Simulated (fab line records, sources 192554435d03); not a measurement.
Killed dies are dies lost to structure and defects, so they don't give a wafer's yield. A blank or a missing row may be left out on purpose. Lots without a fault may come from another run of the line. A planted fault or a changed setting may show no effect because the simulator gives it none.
Split-lot experiment | flow n5_finfet | 7 lots, 39 wafers read, on a route of 1938 steps

THE SPLIT
At N5_BEOL_M0_ALD_136 (deposits TaN, pulse time 2 s, purge time 3 s, co reactant purge time 2 s), the setting ald_cycles was moved away from the recipe's 30 on 9 of the 39 wafers read, by -56.7% to +43.3%. The other wafers ran this setting at the recipe's value.

FROM THE SPLIT TO THE READING: what the file shows between them, 4 steps
- N5_BEOL_M0_SURFACE_TREAT_137
- N5_BEOL_M0_CVD_115: deposits Co from CCTBA/H2, time 120 s
- N5_BEOL_M0_ECD_118: material Cu, target thk 300 nm
- N5_BEOL_M0_ANNEAL_119: time 90 s

THE READING
barrier_field_endpoint_s, in s, at N5_BEOL_M0_CMP_120 (polishes, stops on SiOC, t overpolish 6.9 s). Fault-free wafers of this fab line usually give 3.66 s, standard deviation 0.12 s.

wafer  | tool, chamber at the split | ald_cycles as run | against the recipe | barrier_field_endpoint_s, s | against lot-mates on the recipe
L075.1 | ald_metal-02, 2,3,1,0,1,0  | 30                | recipe             | 3.56                        | -
L075.2 | ald_metal-02, 2,3,1,0,1,0  | 30                | recipe             | 3.71                        | -
L075.4 | ald_metal-02, 2,3,1,0,1,0  | 30                | recipe             | 3.75                        | -
L075.3 | ald_metal-02, 2,3,1,0,1,0  | 30                | recipe             | 3.70                        | -
L075.5 | ald_metal-02, 2,3,1,0,1,0  | 30                | recipe             | 3.52                        | -
L075.6 | ald_metal-02, 2,3,1,0,1,0  | 30                | recipe             | 3.57                        | -
L078.1 | ald_metal-03, 2,0,0        | 30                | recipe             | 3.62                        | -
L078.4 | ald_metal-03, 2,0,0        | 30                | recipe             | 3.75                        | -
L078.5 | ald_metal-03, 2,0,0        | 30                | recipe             | 3.79                        | -
L082.4 | ald_metal-01, 1,2,3,0      | 30                | recipe             | 3.67                        | -
L082.3 | ald_metal-01, 3,0          | 30                | recipe             | 3.76                        | -
L082.2 | ald_metal-01, 1,2,3,0      | 30                | recipe             | 3.75                        | -
L082.1 | ald_metal-01, 3,0          | 30                | recipe             | 3.67                        | -
L082.5 | ald_metal-01, 1,2,3,0      | 30                | recipe             | 3.75                        | -
L082.6 | ald_metal-01, 1,2,3,0      | 30                | recipe             | 3.85                        | -
L083.3 | ald_metal-03, 1,0,1        | 30                | recipe             | 3.83                        | -
L083.2 | ald_metal-03, 2,3,0        | 43                | +43.3%             | 4.40                        | +0.59
L083.4 | ald_metal-03, 2,3,0        | 43                | +43.3%             | 4.50                        | +0.69
L083.1 | ald_metal-03, 2,3,0        | 43                | +43.3%             | 4.63                        | +0.82
L083.6 | ald_metal-03, 1,0,1        | 30                | recipe             | 3.81                        | -
L083.5 | ald_metal-03, 1,0,1        | 30                | recipe             | 3.79                        | -
L084.4 | ald_metal-01, 2,0,1,2      | 30                | recipe             | 3.63                        | -
L084.2 | ald_metal-01, 2,0,1,2      | 30                | recipe             | 3.46                        | -
L084.3 | ald_metal-01, 3            | 30                | recipe             | 3.64                        | -
L084.1 | ald_metal-01, 2,0,1,2      | 30                | recipe             | 3.68                        | -
L084.6 | ald_metal-01, 2,0,1,2      | 30                | recipe             | 3.56                        | -
L084.5 | ald_metal-01, 3            | 30                | recipe             | 3.62                        | -
L086.3 | ald_metal-02, 0,1          | 30                | recipe             | 3.55                        | -
L086.4 | ald_metal-02, 2,1,3        | 13                | -56.7%             | 2.54                        | -1.01
L086.1 | ald_metal-02, 2,1,3        | 13                | -56.7%             | 2.55                        | -1.00
L086.2 | ald_metal-02, 2,1,3        | 13                | -56.7%             | 2.44                        | -1.11
L086.6 | ald_metal-02, 0            | 30                | recipe             | 3.51                        | -
L086.5 | ald_metal-02, 0,1          | 30                | recipe             | 3.60                        | -
L089.1 | ald_metal-01, 0,2,1        | 16                | -46.7%             | 2.96                        | -0.68
L089.4 | ald_metal-01, 3,1          | 30                | recipe             | 3.55                        | -
L089.2 | ald_metal-01, 0,2,1        | 16                | -46.7%             | 2.96                        | -0.68
L089.3 | ald_metal-01, 0,2,1        | 16                | -46.7%             | 2.83                        | -0.81
L089.5 | ald_metal-01, 2            | 30                | recipe             | 3.75                        | -
L089.6 | ald_metal-01, 3,1          | 30                | recipe             | 3.61                        | -
Where a row lists several chambers, the file gives one row for several wafers and doesn't say which wafer went through which chamber.

THE FIT
A straight line over all 39 wafers: barrier_field_endpoint_s changes by +0.0189 s for each +1% of ald_cycles; r = +0.97; the points scatter about the line by 0.11 s.
The same after taking each lot's own level away (the mean of its wafers on the recipe; 39 wafers): +0.0169 s for each +1%; r = +0.98; scatter 0.078 s.
On that fit, the largest move of ald_cycles shifts the reading by 0.96 s.
The lots' own levels span 3.553 to 3.810 s, that is 2.1 times the standard deviation above.
So the lot-to-lot level changes the slope: the two fits differ.
Check: with one of the wafers moved furthest among these (-56.7%) left out of the fit, the line predicts -0.952 s for it against its lot-mates. It came out at -1.01 s against them.

OTHER SPLITS ON THESE WAFERS
These wafers also went through other splits before the reading. Each is held against what the fit with the lots' levels taken away leaves over:
other split on the same wafers          | wafers away from the commonest value | r with barrier_field_endpoint_s (lot level and that fit taken away)
N5_MOL_CONTACT_COAG_PRECLEAN_111 time_s | 18                                   | +0.12

THE WHOLE CHAIN: every reading that the file lists as answering this split, in the file's order
step               | what it does                                                             | reading                                                                        | change (the file's fit)               | r (the file's)
N5_BEOL_M0_ALD_136 | deposits TaN, pulse time 2 s, purge time 3 s, co reactant purge time 2 s | TaN_of_BEOL_M0_ALD_136.thk_nm (the simulator's own value, which no gauge read) | withheld for each +1% of the setting  | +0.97
N5_BEOL_M0_CMP_120 | polishes, stops on SiOC, t overpolish 6.9 s                              | barrier_field_endpoint_s                                                       | +0.0169 s for each +1% of the setting | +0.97

THE FILE'S OWN FIT
barrier_field_endpoint_s changes by +0.0169 s for each +1% of ald_cycles, r = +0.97.
